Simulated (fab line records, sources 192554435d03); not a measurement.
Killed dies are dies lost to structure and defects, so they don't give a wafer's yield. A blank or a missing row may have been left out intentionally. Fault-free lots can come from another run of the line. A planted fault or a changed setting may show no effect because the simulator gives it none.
fab line records    flow n5Finfet
record lots=3  wafers=9  lastDay=15
route steps=1938 shown BEOL_M0_SAQP@655 BEOL_M0_CUTY@710 BEOL_M4@1111 PASSIVATION@1936
lots that met no fault: taken from a fault-free run of the same line
startH: hours from the record's first day to the start of the lot's first wafer shown    waitH: hours since the lot's step before    " identical to the entry in the row above    L1.1+2: a row that stands for several wafers    - no value, or no start given    * or withheld: withheld    < > ~ a bound
route shown NAME@n: a module of which the file shows steps, and the number in the route of the first    usual: mean and standard deviation over wafers with no fault    same: alike in all rows    chamber/n: place in a boat    sites: per-site readings    _std_site: their standard deviation    _edge_site: inner sites' mean taken away from outer sites' mean    radiusMm: how far each site lies from the wafer's centre    mask NAME#n: copy n    behind: the last tool/chamber to shape the wafer    hold: cause of the lot's hold/its duration in hours/its outcome    device: whichever transistor did not switch (one of n, p or np)    end of line: the tests these same wafers got at the end of their route    for a step that has no rows: nothing shown but its recipe    killed: dies that structure and defects cost at the first sort, which is not the same as the wafer's yield    map: the dies of a wafer, with x for killed, . for not killed, _ for no die there
set.NAME: the setting as run; set.NAME@STEP: as run at that earlier step    model.NAME: the simulator's own value behind a step, which no gauge read
certain route steps with their lots: each step a table, each wafer a row
services: from which hour (startH, from the record's first day; less than 0 if before it) a tool's chamber was out of use, for how many hours, and why
## steps
# step N5_BEOL_M0_SAQP_STRIP_80
# recipe chemistry=N2/H2  tempC=40  n2FlowSccm=200  h2FlowSccm=200  rfFrequencyHz=6e+07
# step N5_BEOL_M0_SAQP_HM_OPEN_112
# recipe chemistry=CHF3/O2  target=SiO2  stopOn=a-Si  targetDepthA=120  overEtchFrac=1.25  maskMaterial=SOC  timeS=13.5  pressureMtorr=30  sourceW=650  biasW=170  Ar_flow_sccm=200  CHF3_flow_sccm=50  O2_flow_sccm=5  ionEnergyEv=200  ends=endPoint
# step N5_BEOL_M0_SAQP_STRIP_113
# recipe chemistry=CHF3/O2  resist=SiARC  rfFrequencyHz=6e+07
# step N5_BEOL_M0_SAQP_MANDREL_ETCH_20
# recipe targetDepthA=600  chemistry=HBr/Cl2  target=a-Si  stopOn=SiNx  btTimeS=10  maskMaterial=SOC  overEtchFrac=0.5  timeS=30  pressureMtorr=10  icpW=800  biasW=75  HBr_flow_sccm=150  Cl2_flow_sccm=80  ends=endPoint
# step N5_BEOL_M0_SAQP_STRIP_86
# recipe chemistry=N2/H2  powerW=500  tempC=40  pressureMtorr=50  rfFrequencyHz=6e+07  overashFraction=0.3  biasPowerW=28  h2Frac=0.5  n2FlowSccm=300  h2FlowSccm=300
# step N5_BEOL_M0_SAQP_STRIP_115
# recipe chemistry=postEtchResidueRemover  timeS=60  tempC=25  removerPh=withheld  removerWaterWtPct=withheld  removerFluorideWtPct=withheld
# step N5_BEOL_M0_SAQP_SRD_93
# recipe dry=ipaMarangoni  timeS=30  tempC=23  rinseLiquid=diw
# step N5_BEOL_M0_SAQP_RECESS_114
# recipe chemistry=HF/NH3  target=SiO2  targetDepthA=144  afsCycles=3  tempC=30  sublimationTempC=180  sublimationTimeS=60
# step N5_BEOL_M0_SAQP_SPACER1_ALD_98
# recipe material=SiO2  targetThkA=128  tempC=300  aldPrecursorFamily=BDEAS  aldCoReactant=O2-plasma  pulseTimeS=1  purgeTimeS=2  coReactantPurgeTimeS=2  aldCycles=138  pressureTorr=2
# step N5_BEOL_M0_SAQP_SPACER1_ETCHBACK_99
# recipe chemistry=CHF3/O2  mode=anisotropicEtchback  target=SiO2  targetDepthA=154  timeS=7.7  pressureMtorr=30  sourceW=650  biasW=170  Ar_flow_sccm=200  CHF3_flow_sccm=50  O2_flow_sccm=5  ionEnergyEv=200
# step N5_BEOL_M0_SAQP_MANDREL1_REMOVE_100
# recipe chemistry=HBr/Cl2/O2  btTimeS=10  target=a-Si  stopOn=SiNx  endpoint=OES-SiCl  overEtchFrac=0.85  icpW=600  biasW=30  HBr_flow_sccm=150  Cl2_flow_sccm=80  O2_flow_sccm=5  pressureMtorr=10
# step N5_BEOL_M0_SAQP_ETCH_101
# recipe chemistry=CH3F/O2  target=SiNx  maskMaterial=SiO2  targetDepthA=299  timeS=42.7  pressureMtorr=30  sourceW=395  biasW=73  Ar_flow_sccm=150  CH3F_flow_sccm=30  O2_flow_sccm=20  ionEnergyEv=120
# usual biasW=72.95/0.21  drypumpMotorCurrentA=5.7/0.42  oes_f_703_au=0.77/0.081  oesProductAu=0.78/0.084  rfVppV=298/3.6  showerheadPlenumPTorr=2.00/0.062  throttleValvePct=16.45/0.22
lot.wafer  tool        chamber  startH  waitH  biasW  drypumpMotorCurrentA  oes_f_703_au  oesProductAu  rfHoursCounterH  rfVppV  showerheadPlenumPTorr  throttleValvePct
L858.1     rieDiel-04  2        115.47  0.0    73.13  6.6                   0.65          0.65          283              296     1.96                   16.90
L858.4     "           1        "       "      72.94  5.9                   0.70          0.70          -                304     2.07                   16.53
L858.5     "           2        "       "      73.38  6.6                   0.66          0.66          -                294     1.96                   16.89
L872.3     rieDiel-04  1        194.38  0.3    73.21  5.9                   0.68          0.67          237              303     2.06                   16.57
L872.5     "           0        "       "      73.06  5.6                   0.82          0.82          -                299     1.95                   16.36
L872.6     "           3        "       "      72.98  5.1                   0.77          0.76          -                294     2.01                   16.67
L875.2     rieDiel-06  3        211.00  0.0    73.00  5.2                   0.75          0.74          172              302     2.08                   16.26
L875.3     "           2        "       "      73.44  5.9                   0.71          0.71          211              303     2.07                   16.51
L875.6     "           2        "       "      73.30  5.9                   0.71          0.71          -                302     2.07                   16.50
# step N5_BEOL_M0_SAQP_ETCH_102
# recipe chemistry=CF4  target=SiO2  targetDepthA=40  ionEnergyEv=350  timeS=4.4  pressureMtorr=10  icpW=800  biasW=400  cf4FlowSccm=80
# step N5_BEOL_M0_SAQP_MANDREL_ETCH_103
# recipe chemistry=HBr/Cl2  target=a-Si  targetDepthA=450  btTimeS=10  stopOn=SiCN  maskMaterial=SiO2  overEtchFrac=0.8  timeS=27  pressureMtorr=10  icpW=800  biasW=75  HBr_flow_sccm=150  Cl2_flow_sccm=80  ends=endPoint
# step N5_BEOL_M0_SAQP_RECESS_104
# recipe chemistry=HF/NH3  target=SiO2  targetDepthA=180  afsCycles=3  tempC=30  sublimationTempC=180  sublimationTimeS=60
# step N5_BEOL_M0_SAQP_COAT_105
# recipe resist=SOC  tempC=250  timeS=60  spinRpm=1500  resistThkNm=100
# step N5_BEOL_M0_SAQP_ETCH_106
# recipe chemistry=N2/H2  target=SOC  targetDepthA=1500  stopOn=SiNx  ionEnergyEv=100  biasW=61  pressureMtorr=30  sourceW=850  n2FlowSccm=200  h2FlowSccm=200
# step N5_BEOL_M0_SAQP_ETCH_107
# recipe chemistry=CH3F/O2  target=SiNx  targetDepthA=300  maskMaterial=SOC  pressureMtorr=30  sourceW=395  biasW=73  Ar_flow_sccm=150  CH3F_flow_sccm=30  O2_flow_sccm=20  ionEnergyEv=120
# step N5_BEOL_M0_SAQP_STRIP_108
# recipe chemistry=N2/H2  powerW=500  tempC=40  pressureMtorr=50  rfFrequencyHz=6e+07  overashFraction=0.3  biasPowerW=28  h2Frac=0.5  n2FlowSccm=300  h2FlowSccm=300
# step N5_BEOL_M0_SAQP_RECESS_109
# recipe chemistry=HF/NH3  target=SiO2  targetDepthA=30  afsCycles=1  tempC=30  sublimationTempC=180  sublimationTimeS=60
# step N5_BEOL_M0_SAQP_SPACER2_ALD_26
# recipe material=SiO2  targetThkA=150  tempC=300  aldPrecursorFamily=BDEAS  aldCoReactant=O2-plasma  pulseTimeS=1  purgeTimeS=2  coReactantPurgeTimeS=2  pressureTorr=2
# step N5_BEOL_M0_SAQP_SPACER2_ETCHBACK_27
# recipe chemistry=CHF3/O2  mode=anisotropicEtchback  target=SiO2  targetDepthA=225  timeS=11.25  pressureMtorr=30  sourceW=650  biasW=170  Ar_flow_sccm=200  CHF3_flow_sccm=50  O2_flow_sccm=5  ionEnergyEv=200
# step N5_BEOL_M0_SAQP_MANDREL2_REMOVE_110
# recipe chemistry=HBr/Cl2/O2  btTimeS=10  target=a-Si  stopOn=SiCN  endpoint=OES-SiCl  overEtchFrac=1  icpW=600  biasW=30  HBr_flow_sccm=150  Cl2_flow_sccm=80  O2_flow_sccm=5  pressureMtorr=10
# step N5_BEOL_M0_SAQP_COAT_69
# recipe resist=SOC  tempC=250  timeS=60  spinRpm=1500  resistThkNm=90
# step N5_BEOL_M0_SAQP_COAT_72
# recipe resist=SiARC  tempC=220  timeS=60  spinRpm=1500  resistThkNm=15
# step N5_BEOL_M0_SAQP_COAT_87
# recipe resist=underlayer  tempC=205  timeS=60  spinRpm=1500  resistThkNm=5
# step N5_BEOL_M0_SAQP_COAT_34
# recipe resist=CAR-EUV  spinRpm=1500  resistThkNm=30
# step N5_BEOL_M0_SAQP_EBR_36
# recipe solvent=PGMEA  ebrWidthMm=1.5
# step N5_BEOL_M0_SAQP_SOFTBAKE_35
# recipe tempC=110  timeS=60  resist=CAR-EUV
# step N5_BEOL_M0_SAQP_EXPOSE_37
# recipe maskId=M0_CUT1  na=0.33  sourceShape=annular  sigmaInner=0.35  sigmaOuter=0.8  polarization=unpolarized  targetCdNm=30  doseMj=44.75
# step N5_BEOL_M0_SAQP_PEB_38
# recipe pebTempC=100  pebTimeS=60  resist=CAR-EUV
# step N5_BEOL_M0_SAQP_DEVELOP_39
# recipe developTimeS=30  developer=TMAH  resist=CAR-EUV  rinseLiquid=surfactantRinse  dry=airSpin  devTempC=23
# step N5_BEOL_M0_SAQP_DESCUM_45
# recipe chemistry=O2  timeS=7  sourcePowerW=50  biasPowerW=20  pressureMtorr=20  rfFrequencyHz=2.712e+07  tempC=40  resist=CAR-EUV  o2FlowSccm=225
# step N5_BEOL_M0_SAQP_ETCH_88
# recipe chemistry=N2/H2  target=underlayer  targetDepthA=65  timeS=5.2  ionEnergyEv=200  maskMaterial=CAR-EUV  pressureMtorr=30  sourceW=840  biasW=150  n2FlowSccm=200  h2FlowSccm=200  ends=cleared
# step N5_BEOL_M0_SAQP_ETCH_73
# recipe chemistry=CF4  target=SiARC  targetDepthA=195  maskMaterial=CAR-EUV  timeS=32.5  ionEnergyEv=80  pressureMtorr=40  sourceW=545  biasW=36  Ar_flow_sccm=100  cf4FlowSccm=100  ends=cleared
# step N5_BEOL_M0_SAQP_CUT_ETCH_46
# recipe chemistry=N2/H2  target=SOC  targetDepthA=1350  overetchA=270  tempC=40  timeS=202.5  ionEnergyEv=200  maskMaterial=SiARC  pressureMtorr=30  sourceW=840  biasW=150  n2FlowSccm=200  h2FlowSccm=200
# step N5_BEOL_M0_SAQP_STRIP_74
# recipe chemistry=N2/H2  tempC=40  n2FlowSccm=200  h2FlowSccm=200  rfFrequencyHz=6e+07
# step N5_BEOL_M0_CUTY_INSPECT_59
# recipe mode=adi  inspectInstrument=macro
# usual rawDefectCount=2.0/1.4
lot.wafer  tool              chamber  startH  waitH  rawDefectCount
L858.1     defectInspect-01  -        119.11  0.0    4
L858.4     "                 -        "       "      1
L858.5     "                 -        "       "      4
L872.3     defectInspect-02  -        197.96  0.0    248
L872.5     "                 -        "       "      241
L872.6     "                 -        "       "      244
L875.2     defectInspect-01  -        214.46  0.0    6
L875.3     "                 -        "       "      4
L875.6     "                 -        "       "      1
# step N5_BEOL_M4_RC_MEAS_101
# usual DIBL_N=36.4/1.2  DIBL_P=36.1/1.6  IOFF_N=0.156/0.024  IOFF_P=0.21/0.031  ION_N=674/11  ION_P=463/6.9  SS_N=71.5/0.5  SS_P=73.2/0.55  VT_N=250.0/2.9  VT_P=-250/3.6
lot.wafer  tool       chamber  startH  waitH  DIBL_N[mV/V]  DIBL_P[mV/V]  IOFF_N[nA/um]  IOFF_P[nA/um]  ION_N[uA/um]  ION_P[uA/um]  SS_N[mV/dec]  SS_P[mV/dec]  VT_N[mV]  VT_P[mV]
L858.1     prober-02  0        166.45  0.0    36.9          38.1          0.169          0.21           688           473           71.6          73.5          247.5     -249
L858.4     "          0        "       "      34.8          35.0          0.131          0.17           672           470           70.6          72.4          254.2     -254
L858.5     "          0        "       "      35.9          36.5          0.152          0.19           681           467           71.8          72.9          246.5     -251
L872.3     prober-02  0        244.21  0.3    36.5          35.6          0.168          0.19           685           453           71.2          73.4          250.4     -253
L872.5     "          0        "       "      35.4          34.0          0.138          0.17           663           452           71.2          72.5          250.0     -255
L872.6     "          0        "       "      36.7          35.7          0.170          0.19           685           460           71.6          73.4          247.7     -253
L875.2     prober-01  0        258.14  0.2    36.4          35.9          0.146          0.20           670           458           72.1          73.2          250.1     -252
L875.3     "          0        "       "      36.6          36.5          0.153          0.22           660           458           71.4          72.7          250.7     -249
L875.6     "          0        "       "      35.4          34.3          0.129          0.20           659           458           70.5          72.4          256.2     -253
# step N5_PASSIVATION_PROBE_49
# usual defectLimitedYield=91.4/1.5  killed_at_M0_to_M3=31/11  killed_at_M4_up=13/5.5  killedAtContacts=13/6.3  killedAtFrontEnd=40/13  killedAtOther=3.3/2.6  killedDies=101/18  killedOpen=67/13  killedShort=33/7.9  sort_bin_5_function=5.1/1  sort_bin_6_memory=3.2/0.68  sortNPass=1079/18  sortYieldPct=91.4/1.5
# same grossDies=1180  killedAtBackSide=0  sort_bin_4_leakage[%]=0  sort_bin_8_speed[%]=0
lot.wafer  tool       chamber  startH  waitH  defectLimitedYield[%]  killed_at_M0_to_M3  killed_at_M4_up  killedAtContacts  killedAtFrontEnd  killedAtOther  killedDies  killedOpen  killedShort  sort_bin_5_function[%]  sort_bin_6_memory[%]  sortNPass  sortYieldPct[%]
L872.3     prober-02  -        351.51  0.1    91.2                   51                  16               7                 28                2              104         49          22           5.8                     2.3                   1076       91.2
L872.5     prober-02  -        351.61  0.2    87.1                   104                 9                4                 32                3              152         36          34           8.0                     3.6                   1028       87.1
L872.6     prober-02  -        351.66  0.3    84.8                   111                 17               14                34                3              179         61          29           9.1                     5.2                   1001       84.8
# killed by level:class
L872.3 BEOL_M0_SAQP:unspecified=33 FIN_SAQP:geometricParticle:open=6 BEOL_M2:geometricParticle:open=6 MOL_CONTACT_COAG:geometricParticle:open=5 BEOL_M1:geometricParticle:open=5 DUMMY_GATE:geometricParticle:open=4 BEOL_M0_SAQP:geometricParticle:short=4 BEOL_M6:geometricParticle:open=4
L872.5 BEOL_M0_SAQP:unspecified=81 FIN_SAQP:geometricParticle:short=9 BEOL_M1:geometricParticle:short=5 BEOL_M1:geometricParticle:open=5 STARTING-WAFER:geometricParticle:short=5 FIN_SAQP:geometricParticle:open=4 MOL_CONTACT_COAG:geometricParticle:open=4 GATE_CUT:geometricParticle:short=3
L872.6 BEOL_M0_SAQP:unspecified=88 MOL_CONTACT_COAG:geometricParticle:open=13 FIN_SAQP:geometricParticle:open=8 GATE_CUT:geometricParticle:short=8 BEOL_M8:geometricParticle:open=6 FIN_SAQP:geometricParticle:short=5 BEOL_M2:geometricParticle:open=5 BEOL_M4:geometricParticle:open=4
# map L872.6 (x killed, . not)
_________________....x.x.....________________
______________...........x..xx.._____________
___________...............x..x.....__________
__________..x.xx.x..x....x.........._________
________.x....xxx.x.xx................_______
_______.x...xx.xxxxxxxx...........x....______
______.....xxxxxxxxx..x....x.x.........._____
_____.....x.xxxxxxxxx........x...........____
____.....xxxxxxxxxxxxxx.x.................___
___......xx.xxxxxxxxxx....x................__
___.........xxxxxxxxx..........x.......x..x__
__..........xxxxxx.xxx.....xx..............._
__.......x...xxxxx.x..x...........x........._
_............xx.x..................x.......x.
_...........xxx.........x.....x..............
_..............x..x........x.......x.........
_.................x...........x..............
_x..x.......x...........x....................
_xx................x...........x.x...........
_..xx........................................
_.....x....x....x...............x............
__..................x..................x...._
__....x.......x....................xx......._
___................xx..x..............x....__
___......................x.......x.......x.__
____...........x...............x........x.___
_____.......................x......x.....____
______.............x..x.x..............._____
_______....x......x......x...x....x....______
________...........................x.._______
__________.........x..x............._________
___________x.....................x.__________
______________x.x..............._____________
_________________............________________
# map L858.4 (x killed, . not)
_________________............________________
______________x..........x......_____________
___________....x..............xx...__________
__________x.x......................._________
________.........x.....x.............._______
_______.......x........x...............______
______.................x.............x.._____
_____..x...........x............x........____
____x............x.x..x..................x___
___.........x....x......x...x..............__
___..x.x..x.......x.......x.......x..x.....__
__..x....................x.......x.x.....x.._
__..........................x..............._
_...x.......x..x........x..........x.........
_......................x.....................
_.x...x...x........................x.....x..x
_...x.......x................................
_.xx..........x............x..x..x........x..
_.......x....................xx....x..x...x..
_x.....................x....x...............x
_...............x.............x..............
__...x....x..x..........x.................x._
__............x..................x.........._
___.........................x.x.....x......__
___................x.......................__
____.....x.......................x.....x..___
_____.....x...x........x................x____
______.......x.........x................_____
_______x...x...................x.....xx______
________........x..............x......_______
__________............x.......x....._________
___________x..x...............x....__________
______________......x..........._____________
_________________.......x.x..________________
## services
tool        chamber  startH  hours  kind
rieDiel-04  0        150.26  5.2    repair
rieDiel-04  2        155.76  -      clean
rieDiel-04  2        155.76  -      consumableReplace:esc
rieDiel-04  2        155.76  -      consumableReplace:focusRing
rieDiel-04  2        155.76  18.5   scheduledDown
rieDiel-04  2        155.76  18.5   ventCycle
rieDiel-06  1        175.19  8.7    repair
rieDiel-06  0        208.32  -      clean
rieDiel-06  0        208.32  -      consumableReplace:focusRing
rieDiel-06  0        208.32  17.7   scheduledDown
rieDiel-06  0        208.32  17.7   ventCycle
## key
firstSign step=N5_BEOL_M0_CUTY_INSPECT_59  reading=rawDefectCount  direction=up  sigmas=99+  usual=2.0  struck=244.3
effect step=N5_PASSIVATION_PROBE_49  reading=killed_at_M0_to_M3  direction=up  sigmas=5.4  usual=31  struck=89
moreKillsBornAt N5_BEOL_M0_SAQP_ETCH_101@rieDiel-04=202
metAt N5_BEOL_M0_SAQP_ETCH_101
struckWafers L872.3,L872.5,L872.6
onsetBetween 115.47 194.38
fault kind=chamberParticleSource  tool=rieDiel-04  chamber=-  onsetH=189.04  steps=N5_BEOL_M0_SAQP_ETCH_101  ratePerVisitCm2=0.38256  endH=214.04
